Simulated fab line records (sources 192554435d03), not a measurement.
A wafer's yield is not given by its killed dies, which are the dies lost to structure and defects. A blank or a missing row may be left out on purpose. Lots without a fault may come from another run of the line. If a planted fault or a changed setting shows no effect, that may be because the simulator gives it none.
fab line records    flow n5-finfet
[record] lots = 7  wafers = 39
route steps=1938 shown BEOL_M9@1401 BEOL_M13@1673
start-h: the number of hours between the record's first day and the start of the first shown wafer of the lot    wait-h: hours elapsed since this lot's preceding step    " unchanged from the row above    L1.1+2: one row covering several wafers at once    - no value, or no start given    * or withheld: withheld    < > ~ a bound
route shown NAME@n: names a module that has steps shown in the file, with the first one's number in the route    usual: mean/standard deviation taken from wafers without a fault    same: alike in all rows    chamber/n: place in a boat    sites: each site's reading    _std_site: the values' standard deviation    _edge_site: mean of outer sites minus mean of inner sites    radius-mm: for every site, how far away it sits from the centre of the wafer    mask NAME#n: copy n    behind: the most recent tool/chamber to have shaped the wafer    hold: reason for holding the lot/hours on hold/outcome of the hold    device: whichever transistor did not switch (one of n, p or np)    end of line: the tests these same wafers got at the end of their route    for a step that has no rows: nothing shown but its recipe    killed: count of dies lost to structure and defects at first sort (not the wafer's yield)    map: shows each die of a wafer: x if killed, . if not, _ if none is there
set.NAME: the run value of the setting; set.NAME@STEP: its run value at that earlier step    model.NAME: the simulator's own value behind a step, which no gauge read
lots run with intentionally changed settings; tables by step, rows by wafer
[[steps]]
[step N5_BEOL_M9_ILD_DEP_00]
[recipe] material = SiCOH_lowk  target-thk-a = 3085.1  temp-c = 300  precursor = DEMS/porogen  pressure-torr = 5  rf-w = 500  time-s = 58
lot.wafer  tool      chamber  start-h  wait-h  set.target-thk-a  model.SiCOH_lowk_of_BEOL_M9_ILD_DEP_00.thk-nm
L076.1     pecvd-01  2        213.50   0.0     3085.1            308.2
L076.4     "         0        "        "       3085.1            306
L076.5     "         2        "        "       3085.1            307.2
L077.1     pecvd-03  1        223.39   0.0     3085.1            312.2
L077.2     "         2        "        "       3085.1            308.6
L077.3     "         0        "        "       1976              200.4
L077.4     "         0        "        "       1976              204.2
L077.5     "         2        "        "       3085.1            313.6
L077.6     "         1        "        "       1976              201.4
L078.1     pecvd-02  0        233.06   0.0     4610              457.6
L078.2     "         2        "        "       4610              456.2
L078.3     "         1        "        "       3085.1            304.6
L078.4     "         1        "        "       4610              462.8
L078.5     "         0        "        "       3085.1            309.8
L078.6     "         2        "        "       3085.1            312.4
L079.1+3   pecvd-02  0,1      240.13   0.0     3085.1            306.2
L079.2     "         2        "        "       3085.1            305.2
L079.4     "         0        "        "       3085.1            308
L079.5     "         1        "        "       3085.1            311.2
L079.6     "         2        "        "       3085.1            311.8
L086.1     pecvd-01  2        268.65   0.0     3085.1            305.6
L086.2     "         1        "        "       1726              166.4
L086.3     "         0        "        "       1726              165.2
L086.4     "         1        "        "       1726              170.4
L086.5     "         0        "        "       3085.1            308.6
L086.6     "         2        "        "       3085.1            311.6
L088.1     pecvd-01  0        294.54   0.0     1705              166.2
L088.2     "         2        "        "       3085.1            301.4
L088.3     "         1        "        "       1705              169.8
L088.4     "         1        "        "       3085.1            306.4
L088.5     "         0        "        "       1705              169.2
L088.6     "         2        "        "       3085.1            306.8
L091.1     pecvd-01  0        296.96   0.0     3085.1            301.4
L091.2     "         1        "        "       3085.1            303.2
L091.3     "         2        "        "       3085.1            305.2
L091.4     "         0        "        "       3085.1            305.8
L091.5     "         2        "        "       3085.1            307.2
L091.6     "         1        "        "       3085.1            312.2
[step N5_BEOL_M9_CURE_71]
[recipe] temp-c = 385  time-s = 240  ambient = He/Ar  material = SiCOH_lowk
lot.wafer  tool        chamber  start-h  wait-h  set.target-thk-a@BEOL_M9_ILD_DEP_00  model.SiCOH_lowk_of_BEOL_M9_ILD_DEP_00.thk-nm
L076.1     uv-cure-03  2        213.69   0.2     3085.1                               267.8
L076.4     "           2        "        "       3085.1                               265.8
L076.5     "           2        "        "       3085.1                               266.8
L077.1     uv-cure-01  0        223.47   0.0     3085.1                               271.4
L077.2     "           0        "        "       3085.1                               268.2
L077.3     "           0        "        "       1976                                 173
L077.4     "           0        "        "       1976                                 176.4
L077.5     "           0        "        "       3085.1                               272.6
L077.6     "           0        "        "       1976                                 174
L078.1     uv-cure-03  0        233.14   0.0     4610                                 400.8
L078.2     "           0        "        "       4610                                 399.6
L078.3     "           0        "        "       3085.1                               264.6
L078.4     "           0        "        "       4610                                 405.4
L078.5     "           0        "        "       3085.1                               269.2
L078.6     "           0        "        "       3085.1                               271.4
L079.1+3   uv-cure-03  0        240.29   0.1     3085.1                               266
L079.2     "           0        "        "       3085.1                               265
L079.4     "           0        "        "       3085.1                               267.6
L079.5     "           0        "        "       3085.1                               270.4
L079.6     "           0        "        "       3085.1                               270.8
L086.1     uv-cure-01  1        268.72   0.0     3085.1                               265.4
L086.2     "           1        "        "       1726                                 143.4
L086.3     "           1        "        "       1726                                 142.4
L086.4     "           1        "        "       1726                                 147
L086.5     "           1        "        "       3085.1                               268
L086.6     "           1        "        "       3085.1                               270.6
L088.1     uv-cure-02  1        294.62   0.0     1705                                 143.2
L088.2     "           1        "        "       3085.1                               261.8
L088.3     "           1        "        "       1705                                 146.2
L088.4     "           1        "        "       3085.1                               266.2
L088.5     "           1        "        "       1705                                 145.8
L088.6     "           1        "        "       3085.1                               266.6
L091.1     uv-cure-02  2        297.05   0.1     3085.1                               261.8
L091.2     "           2        "        "       3085.1                               263.4
L091.3     "           2        "        "       3085.1                               265.2
L091.4     "           2        "        "       3085.1                               265.6
L091.5     "           2        "        "       3085.1                               266.8
L091.6     "           2        "        "       3085.1                               271.2
[step N5_BEOL_M9_THK_MEAS_01]
[recipe] reads = SiCOH_lowk_of_BEOL_M9_ILD_DEP_00
[usual] M9_ILD_THK = 267/3.1
lot.wafer  tool           chamber  start-h  wait-h  set.target-thk-a@BEOL_M9_ILD_DEP_00  M9_ILD_THK[nm]
L076.1     film-metro-02  -        214.20   0.4     3085.1                               268
L076.4     "              -        "        "       3085.1                               266
L076.5     "              -        "        "       3085.1                               266
L077.1     film-metro-02  -        223.98   0.4     3085.1                               271
L077.2     "              -        "        "       3085.1                               268
L077.3     "              -        "        "       1976                                 173
L077.4     "              -        "        "       1976                                 176
L077.5     "              -        "        "       3085.1                               273
L077.6     "              -        "        "       1976                                 174
L078.1     film-metro-01  -        233.65   0.4     4610                                 401
L078.2     "              -        "        "       4610                                 400
L078.3     "              -        "        "       3085.1                               264
L078.4     "              -        "        "       4610                                 405
L078.5     "              -        "        "       3085.1                               269
L078.6     "              -        "        "       3085.1                               271
L079.1     film-metro-02  -        240.80   0.4     3085.1                               266
L079.2     "              -        "        "       3085.1                               265
L079.3     "              -        "        "       3085.1                               266
L079.4     "              -        "        "       3085.1                               268
L079.5     "              -        "        "       3085.1                               271
L079.6     "              -        "        "       3085.1                               271
L086.1     film-metro-02  -        269.24   0.4     3085.1                               266
L086.2     "              -        "        "       1726                                 143
L086.3     "              -        "        "       1726                                 142
L086.4     "              -        "        "       1726                                 147
L086.5     "              -        "        "       3085.1                               268
L086.6     "              -        "        "       3085.1                               271
L088.1     film-metro-02  -        295.13   0.4     1705                                 143
L088.2     "              -        "        "       3085.1                               262
L088.3     "              -        "        "       1705                                 146
L088.4     "              -        "        "       3085.1                               266
L088.5     "              -        "        "       1705                                 146
L088.6     "              -        "        "       3085.1                               267
L091.1     film-metro-02  -        297.57   0.4     3085.1                               262
L091.2     "              -        "        "       3085.1                               263
L091.3     "              -        "        "       3085.1                               265
L091.4     "              -        "        "       3085.1                               265
L091.5     "              -        "        "       3085.1                               267
L091.6     "              -        "        "       3085.1                               272
[step N5_BEOL_M13_ETCH_59]
[recipe] chemistry = N2/H2  target = BARC  target-depth-a = 890  overetch-a = 267  time-s = 67.9  ion-energy-ev = 200  pressure-mtorr = 30  source-w = 840  bias-w = 150  n2-flow-sccm = 200  h2-flow-sccm = 200
lot.wafer  tool         chamber  start-h  wait-h  set.time-s  model.etch.depth-nm  model.coat_of_BEOL_M13_COAT_04.thk-nm
L076.1     rie-diel-01  2        238.65   0.0     67.9        88.31                315.6
L076.4     "            0        "        "       67.9        88.24                316
L076.5     "            2        "        "       67.9        88.48                315.4
L077.1     rie-diel-03  1        256.88   0.0     50.85       84.33                334.4
L077.2     "            0        "        "       50.85       86.09                333.6
L077.3     "            3        "        "       67.9        89.43                316.4
L077.4     "            1        "        "       50.85       84.74                335
L077.5     "            0        "        "       67.9        89.2                 317
L077.6     "            3        "        "       67.9        89.01                317.6
L078.1     rie-diel-03  1        263.56   0.0     52.89       88.68                333
L078.2     "            3        "        "       67.9        88.83                318.2
L078.3     "            0        "        "       67.9        88.74                317.6
L078.4     "            3        "        "       52.89       88.54                332.6
L078.5     "            0        "        "       67.9        88.94                318.4
L078.6     "            1        "        "       52.89       88.65                332.2
L079.1     rie-diel-03  0        271.27   0.0     67.9        89.09                319
L079.2     "            1        "        "       67.9        88.85                320.4
L079.3     "            3        "        "       99.99       89.12                288.6
L079.4     "            3        "        "       99.99       88.88                288.2
L079.5     "            0        "        "       67.9        88.9                 319
L079.6     "            1        "        "       99.99       89.14                291.8
L086.1     rie-diel-03  0        296.69   0.0     37.72       62.35                344.2
L086.2     "            2        "        "       67.9        88.97                315
L086.3     "            3        "        "       67.9        88.67                316.8
L086.4     "            1        "        "       37.72       62.42                344.6
L086.5     "            2        "        "       37.72       64.06                344.4
L086.6     "            3        "        "       67.9        88.7                 315.2
L088.1     rie-diel-03  1        324.38   0.0     67.9        89.09                317.8
L088.2     "            3        "        "       67.9        88.95                317.2
L088.3     "            2        "        "       99.64       89.04                287.4
L088.4     "            0        "        "       99.64       88.71                289.6
L088.5     "            3        "        "       99.64       88.93                287.6
L088.6     "            0        "        "       67.9        89.08                321.4
L091.1     rie-diel-01  1        334.89   0.0     43.67       73.45                340.2
L091.2     "            3        "        "       67.9        88.96                315.6
L091.3     "            0        "        "       67.9        88.81                317.2
L091.4     "            2        "        "       43.67       74.13                341.6
L091.5     "            2        "        "       43.67       74.4                 339.8
L091.6     "            3        "        "       67.9        88.95                315.4
[step N5_BEOL_M13_VIA_ETCH_16]
[recipe] chemistry = C4F8/O2/Ar  target = SiOC  pressure-mtorr = 30  source-w = 3000  bias-w = 700  Ar_flow_sccm = 400  C4F8_flow_sccm = 15  O2_flow_sccm = 8  he-inner-torr = 15  he-outer-torr = 30  target-depth-a = 9217  time-s = withheld  ion-energy-ev = 250  ends = cleared
lot.wafer  tool         chamber  start-h  wait-h  set.time-s@BEOL_M13_ETCH_59  model.coat_of_BEOL_M13_COAT_04.thk-nm
L076.1     rie-diel-01  2        238.70   0.0     *                            68.6
L076.4     "            0        "        "       *                            67.6
L076.5     "            2        "        "       *                            68.8
L077.1     rie-diel-03  1        256.93   0.0     *                            88.6
L077.2     "            0        "        "       *                            88
L077.3     "            3        "        "       *                            70.8
L077.4     "            1        "        "       *                            84.8
L077.5     "            0        "        "       *                            68.4
L077.6     "            3        "        "       *                            69.4
L078.1     rie-diel-03  1        263.61   0.0     *                            84.6
L078.2     "            3        "        "       *                            72.6
L078.3     "            0        "        "       *                            71.2
L078.4     "            3        "        "       *                            80.8
L078.5     "            0        "        "       *                            66.2
L078.6     "            1        "        "       *                            81.4
L079.1     rie-diel-03  0        271.33   0.0     *                            74.6
L079.2     "            1        "        "       *                            75.4
L079.3     "            3        "        "       *                            46.4
L079.4     "            3        "        "       *                            38.8
L079.5     "            0        "        "       *                            68.2
L079.6     "            1        "        "       *                            40.8
L086.1     rie-diel-03  0        296.74   0.0     *                            95.4
L086.2     "            2        "        "       *                            64.2
L086.3     "            3        "        "       *                            68.2
L086.4     "            1        "        "       *                            92.2
L086.5     "            2        "        "       *                            92.4
L086.6     "            3        "        "       *                            60.8
L088.1     rie-diel-03  1        324.43   0.0     *                            71.2
L088.2     "            3        "        "       *                            70.4
L088.3     "            2        "        "       *                            43
L088.4     "            0        "        "       *                            41.4
L088.5     "            3        "        "       *                            38
L088.6     "            0        "        "       *                            73.4
L091.1     rie-diel-01  1        334.95   0.0     *                            96.2
L091.2+6   "            3        "        "       *                            68.4
L091.3     "            0        "        "       *                            73.8
L091.4     "            2        "        "       *                            93.2
L091.5     "            2        "        "       *                            91.8
[step N5_BEOL_M13_STRIP_63]
[recipe] chemistry = N2/H2  power-w = 1000  temp-c = 250  h2-frac = 0.65  overash-fraction = 0.3  pressure-mtorr = 1000  n2-flow-sccm = 1750  h2-flow-sccm = 3250
[usual] oes-product-au = 0.674/0.0051  strip-time-to-endpoint-s = 27.6/0.97
lot.wafer  tool             chamber  start-h  wait-h  set.time-s@BEOL_M13_ETCH_59  oes-product-au  strip-time-to-endpoint-s
L076.1     plasma-asher-01  1        238.94   -       67.9                         0.674           27.2
L076.4     "                0        "        "       67.9                         0.672           27.0
L076.5     "                1        "        "       67.9                         0.682           27.3
L077.1     plasma-asher-02  0        257.17   -       50.85                        0.686           33.0
L077.2     "                1        "        "       50.85                        0.692           32.9
L077.3     "                1        "        "       67.9                         0.672           27.9
L077.4     "                0        "        "       50.85                        0.688           31.9
L077.5     "                0        "        "       67.9                         0.674           27.2
L077.6     "                1        "        "       67.9                         0.665           27.5
L078.1     plasma-asher-01  0        263.84   -       52.89                        0.680           31.9
L078.2     "                1        "        "       67.9                         0.680           28.4
L078.3     "                0        "        "       67.9                         0.686           28.0
L078.4     "                1        "        "       52.89                        0.678           30.8
L078.5     "                1        "        "       67.9                         0.671           26.6
L078.6     "                0        "        "       52.89                        0.683           31.0
L079.1     plasma-asher-01  0        271.56   -       67.9                         0.677           29.0
L079.2     "                1        "        "       67.9                         0.677           29.2
L079.3     "                1        "        "       99.99                        0.667           20.4
L079.4     "                0        "        "       99.99                        0.653           18.0
L079.5     "                0        "        "       67.9                         0.677           27.1
L079.6     "                1        "        "       99.99                        0.652           18.7
L086.1     plasma-asher-01  0        296.97   -       37.72                        0.683           34.9
L086.2     "                1        "        "       67.9                         0.662           25.9
L086.3     "                0        "        "       67.9                         0.669           27.1
L086.4     "                1        "        "       37.72                        0.686           34.0
L086.5     "                0        "        "       37.72                        0.679           34.1
L086.6     "                1        "        "       67.9                         0.665           24.9
L088.1     plasma-asher-01  0        324.67   -       67.9                         0.672           28.0
L088.2     "                1        "        "       67.9                         0.673           27.8
L088.3     "                0        "        "       99.64                        0.656           19.4
L088.4     "                1        "        "       99.64                        0.658           18.9
L088.5     "                1        "        "       99.64                        0.652           17.8
L088.6     "                0        "        "       67.9                         0.675           28.6
L091.1     plasma-asher-02  0        335.18   -       43.67                        0.691           35.1
L091.2     "                1        "        "       67.9                         0.672           27.2
L091.3     "                0        "        "       67.9                         0.676           28.8
L091.4     "                1        "        "       43.67                        0.680           34.3
L091.5     "                1        "        "       43.67                        0.689           33.9
L091.6     "                0        "        "       67.9                         0.676           27.2
[step N5_BEOL_M13_STRIP_64]
[recipe] chemistry = N2/H2  power-w = 1000  temp-c = 250  h2-frac = 0.65  overash-fraction = 0.3  pressure-mtorr = withheld  n2-flow-sccm = 1750  h2-flow-sccm = 3250
[step N5_BEOL_M13_STRIP_71]
[recipe] chemistry = post-etch-residue-remover  time-s = 60  temp-c = 25  remover-ph = withheld  remover-water-wt-pct = withheld  remover-fluoride-wt-pct = withheld
[step N5_BEOL_M13_SRD_72]
[recipe] time-s = 30  temp-c = 23  rinse-liquid = diw  dry = n2-spin  spin-rpm = 1500  dry-time-s = 30
[step N5_BEOL_M13_CD_MEAS_17]
[recipe] target-cd-nm = 190  polarity = opening
[usual] cd-nm = 190.0/1.2
lot.wafer  tool       chamber  start-h  wait-h  set.time-s@BEOL_M13_ETCH_59  cd-nm
L076.1     cd-sem-01  -        239.15   0.0     67.9                         190.5
L076.4     "          -        "        "       67.9                         189.9
L076.5     "          -        "        "       67.9                         190.1
L077.1     cd-sem-01  -        257.38   0.0     50.85                        187.5
L077.2     "          -        "        "       50.85                        189.1
L077.3     "          -        "        "       67.9                         191.1
L077.4     "          -        "        "       50.85                        187.9
L077.5     "          -        "        "       67.9                         190.2
L077.6     "          -        "        "       67.9                         190.9
L078.1     cd-sem-03  -        264.05   0.0     52.89                        189.4
L078.2     "          -        "        "       67.9                         192.2
L078.3     "          -        "        "       67.9                         192.3
L078.4     "          -        "        "       52.89                        189.3
L078.5     "          -        "        "       67.9                         192.2
L078.6     "          -        "        "       52.89                        189.4
L079.1     cd-sem-01  -        271.77   0.0     67.9                         190.7
L079.2     "          -        "        "       67.9                         190.0
L079.3     "          -        "        "       99.99                        197.0
L079.4     "          -        "        "       99.99                        197.9
L079.5     "          -        "        "       67.9                         189.6
L079.6     "          -        "        "       99.99                        196.8
L086.1     cd-sem-01  -        297.18   0.0     37.72                        183.0
L086.2     "          -        "        "       67.9                         189.2
L086.3     "          -        "        "       67.9                         189.5
L086.4     "          -        "        "       37.72                        184.4
L086.5     "          -        "        "       37.72                        183.4
L086.6     "          -        "        "       67.9                         190.4
L088.1     cd-sem-03  -        324.88   0.0     67.9                         190.5
L088.2     "          -        "        "       67.9                         189.7
L088.3     "          -        "        "       99.64                        197.2
L088.4     "          -        "        "       99.64                        196.0
L088.5     "          -        "        "       99.64                        196.3
L088.6     "          -        "        "       67.9                         190.2
L091.1     cd-sem-01  -        335.39   0.0     43.67                        184.0
L091.2     "          -        "        "       67.9                         189.2
L091.3     "          -        "        "       67.9                         188.8
L091.4     "          -        "        "       43.67                        185.1
L091.5     "          -        "        "       43.67                        186.8
L091.6     "          -        "        "       67.9                         189.3
[[key]]
[split] step = N5_BEOL_M9_ILD_DEP_00  setting = target-thk-a  stated = 3085.1  by = wafer
[response] step = N5_BEOL_M9_ILD_DEP_00  reading = model.SiCOH_lowk_of_BEOL_M9_ILD_DEP_00.thk-nm  change = +3.08  per = 1%  r = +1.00
[response] step = N5_BEOL_M9_CURE_71  reading = model.SiCOH_lowk_of_BEOL_M9_ILD_DEP_00.thk-nm  change = +2.72  per = 1%  r = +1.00
[response] step = N5_BEOL_M9_THK_MEAS_01  reading = M9_ILD_THK  change = +2.72  per = 1%  r = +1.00
[split] step = N5_BEOL_M13_ETCH_59  setting = time-s  stated = 67.9  by = wafer
[response] step = N5_BEOL_M13_ETCH_59  reading = model.etch.depth-nm  shape = bent  at-lowest = 62.94  at-stated = 88.87  at-highest = 89.05
[response] step = N5_BEOL_M13_ETCH_59  reading = model.coat_of_BEOL_M13_COAT_04.thk-nm  change = -0.655  per = 1%  r = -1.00
[response] step = N5_BEOL_M13_VIA_ETCH_16  reading = model.coat_of_BEOL_M13_COAT_04.thk-nm  change = -0.653  per = 1%  r = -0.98
[response] step = N5_BEOL_M13_STRIP_63  reading = oes-product-au  change = -0.000396  per = 1%  r = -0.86
[response] step = N5_BEOL_M13_STRIP_63  reading = strip-time-to-endpoint-s  change = *  per = 1%  r = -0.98
[response] step = N5_BEOL_M13_CD_MEAS_17  reading = cd-nm  change = +0.133  per = 1%  r = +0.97
